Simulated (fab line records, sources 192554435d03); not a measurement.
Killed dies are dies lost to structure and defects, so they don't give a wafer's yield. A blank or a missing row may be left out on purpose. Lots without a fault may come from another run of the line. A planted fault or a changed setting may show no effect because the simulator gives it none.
fab line records | flow n5_finfet
record lots=5 wafers=15 last_day=19
route steps=1938 shown BEOL_M3@1002 BEOL_M4@1021
lots that met no fault: from a run of the same line without faults
start_h: hours from the record's first day to the start of the lot's first wafer shown | wait_h: hours since the lot's step before | " the same as in the row above | L1.1+2: a row that stands for several wafers | - no value, or no start given | * or withheld: withheld | < > ~ a bound
route shown NAME@n: a module of which the file shows steps, and the number in the route of the first | usual: mean/standard deviation of fault-free wafers | same: alike in all rows | chamber/n: place in a boat | sites: the reading at each site | _std_site: their standard deviation | _edge_site: outer sites' mean less inner sites' | radius_mm: how far each site lies from the wafer's centre | mask NAME#n: copy n | behind: the tool/chamber that last shaped the wafer | hold: why the lot was held/for how many hours/how that ended | device: the transistor (n, p or np) that didn't switch | end of line: the same wafers' tests at the end of the route | a step without rows: its recipe alone | killed: dies lost to structure and defects at the first sort, not the wafer's yield | map: a wafer's dies, x killed, . not, _ none there
set.NAME: the setting as run; set.NAME@STEP: as run at that earlier step | model.NAME: the simulator's own value behind a step, which no gauge read
lots at some steps of the route; a table a step, a row a wafer
services: from which hour (start_h, from the record's first day; less than 0 if before it) a tool's chamber was out of use, for how many hours, and why
## steps
# step N5_BEOL_M3_SPUTTER_88
# recipe material=Cu target_thk_a=45 temp_c=-20 chamber_pressure_pa=0.07 power_w=withheld time_s=8.29
# usual throttle_valve_pct=30.2/1.5
# columns lot.wafer tool chamber start_h wait_h throttle_valve_pct
L078.2 pvd_sputter-02 - 195.83 0.1 30.8
L078.3 " - " " 30.4
L078.5 " - " " 30.2
L082.2 pvd_sputter-03 - 223.96 0.1 30.7
L082.3 " - " " 28.2
L082.5 " - " " 28.7
L091.3 pvd_sputter-01 - 268.12 0.1 33.3
L091.5 " - " " 30.6
L091.6 " - " " 33.3
L094.1 pvd_sputter-01 - 292.70 0.1 29.3
L094.2 " - " " 31.2
L094.6 " - " " 29.3
L093.1 pvd_sputter-03 - 294.26 0.1 28.2
L093.3 " - " " 30.0
L093.5 " - " " 28.3
# step N5_BEOL_M3_ANNEAL_89
# recipe temp_c=400 time_s=240 ambient=vacuum
# usual heater_power_w=800/90
# columns lot.wafer tool chamber start_h wait_h heater_power_w
L078.2 pvd_sputter-02 - 195.92 0.0 656
L078.3 " - " " 750
L078.5 " - " " 744
L082.2 pvd_sputter-03 - 224.04 0.0 742
L082.3 " - " " 822
L082.5 " - " " 839
L091.3 pvd_sputter-01 - 268.20 0.0 893
L091.5 " - " " 764
L091.6 " - " " 893
L094.1 pvd_sputter-01 - 292.78 0.0 972
L094.2 " - " " 647
L094.6 " - " " 966
L093.1 pvd_sputter-03 - 294.34 0.0 813
L093.3 " - " " 762
L093.5 " - " " 847
# step N5_BEOL_M3_SPUTTER_90
# recipe material=Cu target_thk_a=45 temp_c=-20 chamber_pressure_pa=0.07 power_w=withheld time_s=8.29
# usual throttle_valve_pct=30.2/1.5
# columns lot.wafer tool chamber start_h wait_h throttle_valve_pct
L078.2 pvd_sputter-02 - 196.08 0.1 30.9
L078.3 " - " " 30.1
L078.5 " - " " 30.0
L082.2 pvd_sputter-03 - 224.18 0.1 30.5
L082.3 " - " " 28.5
L082.5 " - " " 28.1
L091.3 pvd_sputter-01 - 268.34 0.1 33.1
L091.5 " - " " 30.4
L091.6 " - " " 33.6
L094.1 pvd_sputter-01 - 292.92 0.1 29.4
L094.2 " - " " 31.5
L094.6 " - " " 29.4
L093.1 pvd_sputter-03 - 294.48 0.1 28.3
L093.3 " - " " 29.9
L093.5 " - " " 28.2
# step N5_BEOL_M3_ANNEAL_91
# recipe temp_c=400 time_s=240 ambient=vacuum
# usual heater_power_w=799/89
# columns lot.wafer tool chamber start_h wait_h heater_power_w
L078.2 pvd_sputter-02 - 196.17 0.0 657
L078.3 " - " " 738
L078.5 " - " " 735
L082.2 pvd_sputter-03 - 224.26 0.0 743
L082.3 " - " " 825
L082.5 " - " " 847
L091.3 pvd_sputter-01 - 268.42 0.0 894
L091.5 " - " " 745
L091.6 " - " " 893
L094.1 pvd_sputter-01 - 293.00 0.0 960
L094.2 " - " " 653
L094.6 " - " " 963
L093.1 pvd_sputter-03 - 294.56 0.0 810
L093.3 " - " " 764
L093.5 " - " " 786
# step N5_BEOL_M3_SPUTTER_92
# recipe material=Cu target_thk_a=45 temp_c=-20 chamber_pressure_pa=0.07 power_w=withheld time_s=8.29
# usual throttle_valve_pct=30.2/1.5
# columns lot.wafer tool chamber start_h wait_h throttle_valve_pct
L078.2 pvd_sputter-02 - 196.32 0.1 31.1
L078.3 " - " " 30.3
L078.5 " - " " 30.3
L082.2 pvd_sputter-03 - 224.40 0.1 31.1
L082.3 " - " " 28.4
L082.5 " - " " 28.4
L091.3 pvd_sputter-01 - 268.56 0.1 33.3
L091.5 " - " " 30.6
L091.6 " - " " 33.4
L094.1 pvd_sputter-01 - 293.14 0.1 29.4
L094.2 " - " " 31.1
L094.6 " - " " 29.3
L093.1 pvd_sputter-03 - 294.70 0.1 28.3
L093.3 " - " " 29.8
L093.5 " - " " 28.4
# step N5_BEOL_M3_ANNEAL_93
# recipe temp_c=400 time_s=240 ambient=vacuum
# usual heater_power_w=798/89
# columns lot.wafer tool chamber start_h wait_h heater_power_w
L078.2 pvd_sputter-02 - 196.41 0.0 647
L078.3 " - " " 744
L078.5 " - " " 741
L082.2 pvd_sputter-03 - 224.48 0.0 762
L082.3 " - " " 804
L082.5 " - " " 833
L091.3 pvd_sputter-01 - 268.64 0.0 876
L091.5 " - " " 737
L091.6 " - " " 890
L094.1 pvd_sputter-01 - 293.22 0.0 950
L094.2 " - " " 654
L094.6 " - " " 965
L093.1 pvd_sputter-03 - 294.78 0.0 800
L093.3 " - " " 747
L093.5 " - " " 827
# step N5_BEOL_M3_SPUTTER_94
# recipe material=Cu target_thk_a=45 temp_c=-20 chamber_pressure_pa=0.07 power_w=withheld time_s=8.29
# usual throttle_valve_pct=30.2/1.5
# columns lot.wafer tool chamber start_h wait_h throttle_valve_pct
L078.2 pvd_sputter-02 - 196.57 0.1 31.2
L078.3 " - " " 29.9
L078.5 " - " " 30.3
L082.2 pvd_sputter-03 - 224.62 0.1 30.8
L082.3 " - " " 28.1
L082.5 " - " " 28.0
L091.3 pvd_sputter-01 - 268.78 0.1 33.4
L091.5 " - " " 30.3
L091.6 " - " " 33.4
L094.1 pvd_sputter-01 - 293.36 0.1 29.4
L094.2 " - " " 31.3
L094.6 " - " " 29.3
L093.1 pvd_sputter-03 - 294.92 0.1 28.7
L093.3 " - " " 29.9
L093.5 " - " " 28.2
# step N5_BEOL_M3_ANNEAL_95
# recipe temp_c=400 time_s=240 ambient=vacuum
# usual heater_power_w=799/90
# columns lot.wafer tool chamber start_h wait_h heater_power_w
L078.2 pvd_sputter-02 - 196.66 0.0 646
L078.3 " - " " 756
L078.5 " - " " 767
L082.2 pvd_sputter-03 - 224.70 0.0 764
L082.3 " - " " 790
L082.5 " - " " 839
L091.3 pvd_sputter-01 - 268.86 0.0 894
L091.5 " - " " 763
L091.6 " - " " 884
L094.1 pvd_sputter-01 - 293.44 0.0 968
L094.2 " - " " 640
L094.6 " - " " 940
L093.1 pvd_sputter-03 - 295.00 0.0 801
L093.3 " - " " 725
L093.5 " - " " 797
# step N5_BEOL_M3_SPUTTER_96
# recipe material=Cu target_thk_a=45 temp_c=-20 chamber_pressure_pa=0.07 power_w=withheld time_s=8.29
# usual throttle_valve_pct=30.2/1.5
# columns lot.wafer tool chamber start_h wait_h throttle_valve_pct
L078.2 pvd_sputter-02 - 196.82 0.1 30.9
L078.3 " - " " 29.9
L078.5 " - " " 30.2
L082.2 pvd_sputter-03 - 224.84 0.1 30.5
L082.3 " - " " 28.4
L082.5 " - " " 27.9
L091.3 pvd_sputter-01 - 269.00 0.1 33.5
L091.5 " - " " 30.7
L091.6 " - " " 33.3
L094.1 pvd_sputter-01 - 293.58 0.1 29.4
L094.2 " - " " 31.5
L094.6 " - " " 29.6
L093.1 pvd_sputter-03 - 295.14 0.1 28.4
L093.3 " - " " 29.9
L093.5 " - " " 28.3
# step N5_BEOL_M3_ECD_50
# recipe material=Cu target_thk_a=3000
# columns lot.wafer tool chamber start_h wait_h
L078.2+3+5 ecd_cu-02 1,0,1 196.95 0.1
L082.2+3+5 ecd_cu-01 0,0,1 224.96 0.1
L091.3+5+6 ecd_cu-02 0,1,0 269.14 0.1
L094.1+2+6 ecd_cu-01 1,0,1 293.70 0.1
L093.1+3+5 ecd_cu-01 1,0,1 295.26 0.1
# step N5_BEOL_M3_ANNEAL_51
# recipe temp_c=225 time_s=90 ambient=N2
# usual wafer_temp_C_max=225.82/0.3
# columns lot.wafer tool chamber start_h wait_h wafer_temp_C_max
L078.2 rtp_anneal-01 0 197.07 0.1 225.62
L078.3 " 0 " " 225.41
L078.5 " 0 " " 225.44
L082.2 rtp_anneal-02 0 225.08 0.1 225.93
L082.3 " 0 " " 226.19
L082.5 " 0 " " 225.87
L091.3 rtp_anneal-01 0 269.29 0.1 225.84
L091.5 " 0 " " 225.69
L091.6 " 0 " " 226.19
L094.1 rtp_anneal-01 0 293.85 0.1 225.64
L094.2 " 0 " " 225.31
L094.6 " 0 " " 225.51
L093.1 rtp_anneal-02 0 295.34 0.1 226.16
L093.3 " 0 " " 226.41
L093.5 " 0 " " 226.19
# step N5_BEOL_M3_CMP_52
# recipe stop_on=SiOC t_overpolish_s=6.8 down_force_psi=1 platen_rpm=50 clearing_platen_down_force_psi=1.5 clearing_platen_rpm=50 post_cmp_clean=cu_alkaline target_thk_nm=40 clearing_platen_pad_velocity_m_s=0.99484 pad_velocity_m_s=0.99484
# usual barrier_field_endpoint_s=24.5/0.67 motor_current_A=6.0/0.53 overpolish_run_s=6.801/0.009 slurry_filter_dp_kPa=13.50/0.13 time_to_endpoint_s=62/3.3
# columns lot.wafer tool chamber start_h wait_h barrier_field_endpoint_s motor_current_A overpolish_run_s slurry_filter_dp_kPa time_to_endpoint_s
L078.2 cmp-03 0 197.36 0.2 24.7 5.4 6.805 13.44 63
L078.3 " 2 " " 24.3 6.4 6.779 13.28 60
L078.5 " 3 " " 25.0 5.7 6.789 13.54 64
L082.2 cmp-04 0 225.33 0.2 25.0 6.4 6.799 13.43 65
L082.3 " 1 " " 23.9 6.7 6.806 13.45 59
L082.5 " 0 " " 25.5 6.2 6.801 13.55 66
L091.3 cmp-02 0 269.53 0.2 23.8 6.5 6.801 13.52 56
L091.6 " 3 " " 24.3 5.5 6.807 13.51 60
L091.5 " 0 " " 23.9 6.9 6.800 13.44 59
L094.1 cmp-02 0 294.21 0.3 24.5 6.9 6.778 13.32 62
L094.2 " 2 " " 25.2 6.6 6.814 13.44 67
L094.6 " 3 " " 25.2 5.7 6.797 13.73 64
L093.1 cmp-04 0 295.68 0.3 24.4 6.1 6.785 13.51 66
L093.3 " 2 " " 24.1 6.1 6.814 13.43 62
L093.5 " 0 " " 23.9 6.1 6.813 13.56 61
# step N5_BEOL_M3_THK_MEAS_53
# recipe thk_meas_gauge=xrf reads=Cu_of_BEOL_M3_ECD_50
# usual M3_THK=40.4/1.4
# columns lot.wafer tool chamber start_h wait_h M3_THK[nm]
L078.2 film_metro-02 - 197.62 - 39.3
L078.3 " - " " 39.7
L078.5 " - " " 43.9
L082.2 film_metro-02 - 225.63 - 41.0
L082.3 " - " " 38.1
L082.5 " - " " 41.5
L091.3 film_metro-01 - 269.79 - 38.8
L091.5 " - " " 41.4
L091.6 " - " " 40.8
L094.1 film_metro-02 - 294.47 - 38.7
L094.2 " - " " 40.4
L094.6 " - " " 41.9
L093.1 film_metro-01 - 295.94 - 39.6
L093.3 " - " " 41.0
L093.5 " - " " 41.9
# step N5_BEOL_M3_PRE_CLEAN_60
# recipe gas=NH3/H2 time_s=15 temp_c=* rf_power_w=300
# usual heater_power_w=91/18
# columns lot.wafer tool chamber start_h wait_h heater_power_w
L078.2 cvd_co-02 0 197.65 0.0 105
L078.3 " 1 " " 84
L078.5 " 2 " " 80
L082.2 cvd_co-01 0 225.66 0.0 95
L082.3 " 1 " " 124
L082.5 " 2 " " 59
L091.3 cvd_co-02 2 269.82 0.0 80
L091.5 " 1 " " 83
L091.6 " 0 " " 104
L094.1 cvd_co-02 1 294.52 0.0 83
L094.2 " 2 " " 79
L094.6 " 0 " " 105
L093.1 cvd_co-02 0 295.98 0.0 105
L093.3 " 1 " " 82
L093.5 " 1 " " 82
# step N5_BEOL_M3_CO_CAP_55
# recipe material=Co target_thk_a=20 temp_c=200 precursor=CCTBA/H2 pressure_torr=30 time_s=102.1
# usual heater_power_w=244/23
# columns lot.wafer tool chamber start_h wait_h heater_power_w
L078.2 cvd_co-02 0 197.69 0.0 265
L078.3 " 1 " " 233
L078.5 " 2 " " 228
L082.2 cvd_co-01 0 225.70 0.0 260
L082.3 " 1 " " 290
L082.5 " 2 " " 205
L091.3 cvd_co-02 2 269.86 0.0 234
L091.5 " 1 " " 236
L091.6 " 0 " " 260
L094.1 cvd_co-02 1 294.56 0.0 233
L094.2 " 2 " " 226
L094.6 " 0 " " 267
L093.1 cvd_co-02 0 296.02 0.0 261
L093.3 " 1 " " 235
L093.5 " 1 " " 228
# step N5_BEOL_M3_PRE_CLEAN_56
# recipe gas=NH3 time_s=15 temp_c=withheld rf_power_w=300
# columns lot.wafer tool chamber start_h wait_h
L078.2+3+5 pecvd-03 2,1,1 197.78 0.1
L082.2+3+5 pecvd-03 0,1,1 225.80 0.1
L091.3+5+6 pecvd-03 0,2,1 269.96 0.1
L094.1+2+6 pecvd-03 2,1,1 294.65 0.1
L093.1+3+5 pecvd-03 1,2,1 296.11 0.1
# step N5_BEOL_M3_DEP_57
# recipe material=SiCN target_thk_a=80 temp_c=withheld precursor=3MS/NH3 pressure_torr=3 rf_w=202 time_s=14
# usual showerhead_plenum_p_Torr=3.664/0.012 showerhead_vpp_V=892/28 throttle_valve_pct=9.4/0.7
# columns lot.wafer tool chamber start_h wait_h showerhead_plenum_p_Torr showerhead_vpp_V throttle_valve_pct
L078.2 pecvd-03 2 197.82 0.0 3.673 907 8.1
L078.3 " 1 " " 3.664 913 9.9
L078.5 " 1 " " 3.668 947 9.8
L082.2 pecvd-03 0 225.82 0.0 3.670 874 10.4
L082.3 " 1 " " 3.665 923 10.1
L082.5 " 1 " " 3.663 935 10.0
L091.3 pecvd-03 0 269.98 0.0 3.677 889 10.0
L091.5 " 2 " " 3.674 910 8.3
L091.6 " 1 " " 3.662 931 10.2
L094.1 pecvd-03 2 294.67 0.0 3.674 926 8.5
L094.2 " 1 " " 3.658 945 10.1
L094.6 " 1 " " 3.658 924 9.9
L093.1 pecvd-03 1 296.14 0.0 3.663 942 9.9
L093.3 " 2 " " 3.670 897 8.4
L093.5 " 1 " " 3.656 915 9.9
# step N5_BEOL_M3_RS_MEAS_58
# recipe thk_meas_gauge=four-point-probe reads=Co_of_BEOL_M3_CO_CAP_55+Cu_of_BEOL_M3_ECD_50+Co_of_BEOL_M3_CVD_47+TaN_of_BEOL_M3_ALD_84
# usual M3_RS=0.66/0.03
# columns lot.wafer tool chamber start_h wait_h M3_RS[ohm/sq]
L078.2 film_metro-02 - 197.91 0.1 0.69
L078.3 " - " " 0.68
L078.5 " - " " 0.60
L082.2 film_metro-02 - 225.89 0.1 0.65
L082.3 " - " " 0.71
L082.5 " - " " 0.63
L091.3 film_metro-01 - 270.05 0.1 0.69
L091.5 " - " " 0.64
L091.6 " - " " 0.65
L094.1 film_metro-01 - 294.74 0.0 0.70
L094.2 " - " " 0.66
L094.6 " - " " 0.63
L093.1 film_metro-01 - 296.20 0.0 0.68
L093.3 " - " " 0.66
L093.5 " - " " 0.63
# step N5_BEOL_M3_INSPECT_59
# recipe inspect_instrument=darkfield mode=post_dep
# usual raw_defect_count=72/22
# columns lot.wafer tool chamber start_h wait_h raw_defect_count
L078.2 defect_inspect-02 - 197.93 0.0 65
L078.3 " - " " 49
L078.5 " - " " 42
L082.2 defect_inspect-02 - 225.91 0.0 73
L082.3 " - " " 39
L082.5 " - " " 74
L091.3 defect_inspect-01 - 270.07 0.0 69
L091.5 " - " " 57
L091.6 " - " " 66
L094.1 defect_inspect-02 - 294.76 0.0 90
L094.2 " - " " 132
L094.6 " - " " 68
L093.1 defect_inspect-01 - 296.23 0.0 46
L093.3 " - " " 70
L093.5 " - " " 45
# step N5_BEOL_M4_ILD_DEP_00
# recipe material=SiOC target_thk_a=790 temp_c=350 precursor=DEMS/O2 pressure_torr=5 rf_w=500 time_s=15.3
# usual heater_power_w=470/48 showerhead_plenum_p_Torr=5.689/0.016 showerhead_vpp_V=1392/52 throttle_valve_pct=12.2/0.73
# columns lot.wafer tool chamber start_h wait_h heater_power_w showerhead_plenum_p_Torr showerhead_vpp_V throttle_valve_pct
L078.2 pecvd-04 1 197.97 0.0 406 5.704 1457 12.5
L078.3 " 0 " " 549 5.709 1351 12.2
L078.5 " 0 " " 536 5.708 1352 12.1
L082.2 pecvd-02 0 225.95 0.0 501 5.708 1389 12.4
L082.3 " 2 " " 523 5.686 1383 11.7
L082.5 " 2 " " 536 5.671 1377 11.7
L091.3 pecvd-04 1 270.11 0.0 451 5.709 1451 12.3
L091.5 " 2 " " 460 5.671 1353 11.5
L091.6 " 1 " " 460 5.697 1454 12.4
L094.1 pecvd-04 2 294.80 0.0 449 5.675 1339 11.5
L094.2 " 1 " " 424 5.703 1429 12.5
L094.6 " 1 " " 427 5.703 1442 12.6
L093.1 pecvd-04 1 296.27 0.0 466 5.700 1468 12.4
L093.3 " 2 " " 444 5.664 1344 11.5
L093.5 " 0 " " 479 5.691 1339 11.9
# step N5_BEOL_M4_THK_MEAS_01
# recipe reads=SiOC_of_BEOL_M4_ILD_DEP_00
# usual M4_ILD_THK=78.9/1.1
# columns lot.wafer tool chamber start_h wait_h M4_ILD_THK[nm]
L078.2 film_metro-02 - 198.04 0.1 77.2
L078.3 " - " " 78.4
L078.5 " - " " 79.1
L082.2 film_metro-02 - 226.02 0.1 79.8
L082.3 " - " " 79.3
L082.5 " - " " 80.7
L091.3 film_metro-02 - 270.18 0.1 79.4
L091.5 " - " " 79.1
L091.6 " - " " 79.7
L094.1 film_metro-01 - 294.89 0.1 78.5
L094.2 " - " " 77.7
L094.6 " - " " 79.8
L093.1 film_metro-01 - 296.33 0.0 77.8
L093.3 " - " " 77.8
L093.5 " - " " 79.5
# step N5_BEOL_M4_PECVD_72
# recipe material=SiO2 target_thk_a=160 temp_c=400 precursor=TEOS/O2 pressure_torr=5.5 rf_w=450 teos_flow_sccm=53.8 gas=O2 flow_sccm=3000 time_s=18
# usual heater_power_w=707/76 showerhead_plenum_p_Torr=8.76/0.063 showerhead_vpp_V=1323/46 throttle_valve_pct=23.1/1.5
# columns lot.wafer tool chamber start_h wait_h heater_power_w showerhead_plenum_p_Torr showerhead_vpp_V throttle_valve_pct
L078.2 pecvd-03 1 198.08 0.0 595 8.76 1412 24.4
L078.3 " 1 " " 602 8.78 1403 24.7
L078.5 " 1 " " 588 8.76 1403 24.5
L082.2 pecvd-03 0 226.05 0.0 870 8.79 1324 25.5
L082.3 " 2 " " 572 8.81 1357 21.3
L082.5 " 0 " " 845 8.81 1326 25.2
L091.3 pecvd-03 1 270.22 0.0 608 8.78 1401 24.6
L091.5 " 1 " " 612 8.77 1388 24.6
L091.6 " 0 " " 824 8.82 1325 25.2
L094.1 pecvd-03 0 294.92 0.0 765 8.81 1297 25.2
L094.2 " 2 " " 649 8.82 1351 20.8
L094.6 " 0 " " 773 8.81 1330 25.3
L093.1 pecvd-02 0 296.37 0.0 716 8.83 1333 23.8
L093.3 " 2 " " 734 8.66 1267 21.6
L093.5 " 1 " " 840 8.72 1299 24.1
# step N5_BEOL_M4_HM_DEP_02
# recipe material=TiN target_thk_a=200 temp_c=25 chamber_pressure_pa=0.49996
# usual throttle_valve_pct=30.0/1.4
# columns lot.wafer tool chamber start_h wait_h throttle_valve_pct
L078.2 pvd_sputter-03 - 200.95 2.8 28.1
L078.3 " - " " 30.7
L078.5 " - " " 30.0
L082.2 pvd_sputter-02 - 227.76 1.7 30.0
L082.3 " - " " 31.3
L082.5 " - " " 30.7
L091.3 pvd_sputter-01 - 270.54 0.3 33.3
L091.5 " - " " 31.4
L091.6 " - " " 29.3
L094.1 pvd_sputter-03 - 295.36 0.4 29.8
L094.2 " - " " 30.7
L094.6 " - " " 28.3
L093.1 pvd_sputter-02 - 296.80 0.4 30.9
L093.3 " - " " 28.3
L093.5 " - " " 29.8
# step N5_BEOL_M4_COAT_61
# recipe resist=SOC temp_c=250 time_s=60 spin_rpm=1500 resist_thk_nm=60
# columns lot.wafer tool chamber start_h wait_h
L078.2+3+5 litho_track-04 0 201.07 0.1
L082.2+3+5 litho_track-03 0 227.89 0.1
L091.3+5+6 litho_track-02 0 270.67 0.1
L094.1+2+6 litho_track-04 0 295.49 0.1
L093.1+3+5 litho_track-03 0 296.93 0.1
# step N5_BEOL_M4_COAT_62
# recipe resist=SiARC temp_c=220 time_s=60 spin_rpm=1500 resist_thk_nm=12
# columns lot.wafer tool chamber start_h wait_h
L078.2+3+5 litho_track-04 0 - -
L082.2+3+5 litho_track-03 0 - -
L091.3+5+6 litho_track-02 0 - -
L094.1+2+6 litho_track-04 0 - -
L093.1+3+5 litho_track-03 0 - -
# step N5_BEOL_M4_COAT_73
# recipe resist=underlayer temp_c=205 time_s=60 spin_rpm=1500 resist_thk_nm=5
# columns lot.wafer tool chamber start_h wait_h
L078.2+3+5 litho_track-04 0 - -
L082.2+3+5 litho_track-03 0 - -
L091.3+5+6 litho_track-02 0 - -
L094.1+2+6 litho_track-04 0 - -
L093.1+3+5 litho_track-03 0 - -
# step N5_BEOL_M4_COAT_05
# recipe resist=CAR-EUV spin_rpm=1500 resist_thk_nm=30
# columns lot.wafer tool chamber start_h wait_h
L078.2+3+5 litho_track-04 0 - -
L082.2+3+5 litho_track-03 0 - -
L091.3+5+6 litho_track-02 0 - -
L094.1+2+6 litho_track-04 0 - -
L093.1+3+5 litho_track-03 0 - -
# step N5_BEOL_M4_EBR_07
# recipe solvent=PGMEA ebr_width_mm=1.5
# columns lot.wafer tool chamber start_h wait_h
L078.2+3+5 litho_track-04 0 - -
L082.2+3+5 litho_track-03 0 - -
L091.3+5+6 litho_track-02 0 - -
L094.1+2+6 litho_track-04 0 - -
L093.1+3+5 litho_track-03 0 - -
# step N5_BEOL_M4_SOFTBAKE_06
# recipe temp_c=110 time_s=60 resist=CAR-EUV
# columns lot.wafer tool chamber start_h wait_h
L078.2+3+5 litho_track-04 0 - -
L082.2+3+5 litho_track-03 0 - -
L091.3+5+6 litho_track-02 0 - -
L094.1+2+6 litho_track-04 0 - -
L093.1+3+5 litho_track-03 0 - -
# step N5_BEOL_M4_EXPOSE_08
# recipe mask_id=M4 na=0.33 source_shape=dipole sigma_inner=0.369 sigma_outer=0.767 polarization=unpolarized dose_mj=41.25
# columns lot.wafer tool chamber start_h wait_h mask
L078.2+3+5 euv_scanner-01 0 201.34 - M4#0
L082.2+3+5 euv_scanner-01 0 228.03 - M4#0
L091.3+5+6 euv_scanner-02 0 270.82 - M4#0
L094.1+2+6 euv_scanner-02 0 295.95 - M4#0
L093.1+3+5 euv_scanner-01 0 297.19 - M4#0
# step N5_BEOL_M4_PEB_09
# recipe peb_temp_c=100 peb_time_s=60 resist=CAR-EUV
# same peb_time_s=60
# columns lot.wafer tool chamber start_h wait_h
L078.2+3+5 litho_track-03 0 201.40 0.1
L082.2+3+5 litho_track-03 0 228.09 0.1
L091.3+5+6 litho_track-04 0 270.87 0.0
L094.1+2+6 litho_track-02 0 296.01 0.1
L093.1+3+5 litho_track-04 0 297.25 0.1
# step N5_BEOL_M4_DEVELOP_10
# recipe develop_time_s=30 developer=TMAH resist=CAR-EUV rinse_liquid=surfactant_rinse dry=air_spin dev_temp_c=23
# columns lot.wafer tool chamber start_h wait_h
L078.2+3+5 litho_track-03 0 - -
L082.2+3+5 litho_track-03 0 - -
L091.3+5+6 litho_track-04 0 - -
L094.1+2+6 litho_track-02 0 - -
L093.1+3+5 litho_track-04 0 - -
# step N5_BEOL_M4_CD_MEAS_11
# recipe target_cd_nm=16.79 landing_energy_ev=500 detector=se_inlens polarity=opening
# usual cd_nm=16.87/0.25
# columns lot.wafer tool chamber start_h wait_h cd_nm
L078.2 cd_sem-03 0 201.47 - 16.97
L078.3 " 0 " " 16.69
L078.5 " 0 " " 16.80
L082.2 cd_sem-03 0 228.15 - 16.86
L082.3 " 0 " " 16.82
L082.5 " 0 " " 16.43
L091.3 cd_sem-02 0 270.94 - 16.47
L091.5 " 0 " " 17.14
L091.6 " 0 " " 16.83
L094.1 cd_sem-01 0 296.08 - 17.10
L094.2 " 0 " " 16.64
L094.6 " 0 " " 17.58
L093.1 cd_sem-01 0 297.32 - 17.08
L093.3 " 0 " " 16.67
L093.5 " 0 " " 16.81
# step N5_BEOL_M4_OVL_MEAS_12
# recipe points_per_wafer=522
# usual M4_OVL=-0.2/0.66
# columns lot.wafer tool chamber start_h wait_h M4_OVL[nm]
L078.2 overlay-02 0 201.50 0.0 -0.3
L078.3 " 0 " " -0.5
L078.5 " 0 " " -0.2
L082.2 overlay-01 0 228.19 0.0 -0.8
L082.3 " 0 " " 0.2
L082.5 " 0 " " 0.0
L091.3 overlay-01 0 270.98 0.0 -0.4
L091.5 " 0 " " 0.3
L091.6 " 0 " " 0.3
L094.1 overlay-01 0 296.11 0.0 -0.7
L094.2 " 0 " " -1.0
L094.6 " 0 " " -0.2
L093.1 overlay-02 0 297.35 0.0 -0.8
L093.3 " 0 " " -0.6
L093.5 " 0 " " -0.5
# step N5_BEOL_M4_INSPECT_13
# recipe mode=adi inspect_instrument=brightfield
# usual raw_defect_count=428/110
# columns lot.wafer tool chamber start_h wait_h raw_defect_count
L078.2 defect_inspect-02 - 201.56 0.0 436
L078.3 " - " " 341
L078.5 " - " " 418
L082.2 defect_inspect-02 - 228.24 0.0 568
L082.3 " - " " 367
L082.5 " - " " 312
L091.3 defect_inspect-02 - 271.02 0.0 481
L091.5 " - " " 402
L091.6 " - " " 462
L094.1 defect_inspect-02 - 296.17 0.1 460
L094.2 " - " " 624
L094.6 " - " " 366
L093.1 defect_inspect-01 - 297.41 0.1 244
L093.3 " - " " 371
L093.5 " - " " 263
# step N5_BEOL_M4_DESCUM_16
# recipe chemistry=O2 time_s=7 source_power_w=50 bias_power_w=20 pressure_mtorr=20 rf_frequency_hz=2.712e+07 temp_c=40 resist=CAR-EUV o2_flow_sccm=225
# usual bias_power_w=19.99/0.057 chamber_pressure_mTorr=19.999/0.018 drypump_motor_current_A=5.8/0.4 oes_product_au=0.83/0.084 rf_vpp_V=243.5/1.7 showerhead_plenum_p_Torr=2.12/0.095 throttle_valve_pct=20.40/0.25
# columns lot.wafer tool chamber start_h wait_h bias_power_w chamber_pressure_mTorr drypump_motor_current_A oes_product_au rf_hours_counter_h rf_vpp_V showerhead_plenum_p_Torr throttle_valve_pct
L078.2 rie_diel-01 3 201.59 0.0 19.95 19.995 6.5 0.88 39 246.3 2.23 20.71
L078.3 " 1 " " 19.94 19.955 5.8 0.87 66 241.0 2.06 20.41
L078.5 " 1 " " 20.04 19.977 5.9 0.87 - 242.8 2.06 20.42
L082.2 rie_diel-01 3 228.28 0.0 20.00 20.006 6.5 0.86 48 244.9 2.23 20.73
L082.3 " 0 " " 19.96 20.014 5.6 0.86 39 241.3 2.03 20.29
L082.5 " 1 " " 20.04 19.994 5.8 0.86 - 243.1 2.05 20.43
L091.3 rie_diel-03 2 273.79 2.8 20.01 20.017 5.7 0.97 1 244.8 2.26 20.47
L091.5 " 3 " " 20.01 19.992 6.4 0.69 - 244.3 2.08 20.41
L091.6 " 0 " " 20.11 20.011 5.7 0.90 - 244.9 2.21 20.02
L094.1 rie_diel-03 3 296.29 0.1 19.96 19.988 6.4 0.68 229 242.6 2.08 20.42
L094.2 " 1 " " 20.03 19.984 5.4 0.82 93 244.9 2.19 20.49
L094.6 " 3 " " 19.91 19.990 6.4 0.68 - 241.6 2.08 20.41
L093.1 rie_diel-05 3 297.49 0.1 20.06 19.991 5.5 0.89 22 243.6 2.14 20.44
L093.3 " 1 " " 20.00 19.982 5.6 0.84 55 242.3 2.03 20.28
L093.5 " 3 " " 20.10 19.994 5.5 0.90 - 244.2 2.14 20.42
## services
# columns tool chamber start_h hours kind
cvd_co-01 - 176.06 0.8 repair
pecvd-04 1 177.63 6.5 repair
ecd_cu-01 - 177.76 2.0 repair
cmp-04 - 184.95 0.2 repair
rie_diel-01 2 193.46 18.9 repair
euv_scanner-01 - 194.88 1.0 pm
euv_scanner-02 - 200.16 3.8 repair
euv_scanner-01 - 204.83 5.8 pm
cvd_co-02 1 205.50 7.8 repair
rie_diel-03 2 206.92 7.6 repair
cmp-02 - 212.65 4.0 pm
euv_scanner-02 - 213.85 12.0 pm
cmp-04 - 218.33 4.0 pm
pecvd-02 - 223.37 1.4 repair
euv_scanner-02 - 225.85 4.6 pm
cmp-04 - 231.61 7.9 repair
euv_scanner-02 - 232.63 0.3 repair
euv_scanner-01 - 251.03 1.0 pm
cmp-02 - 253.81 1.8 repair
rie_diel-03 - 255.51 15.6 pm
cvd_co-02 - 272.54 2.8 pm
euv_scanner-02 - 272.93 1.0 pm
cmp-04 - 273.48 0.8 repair
euv_scanner-01 - 289.81 2.1 repair
## key
fault none
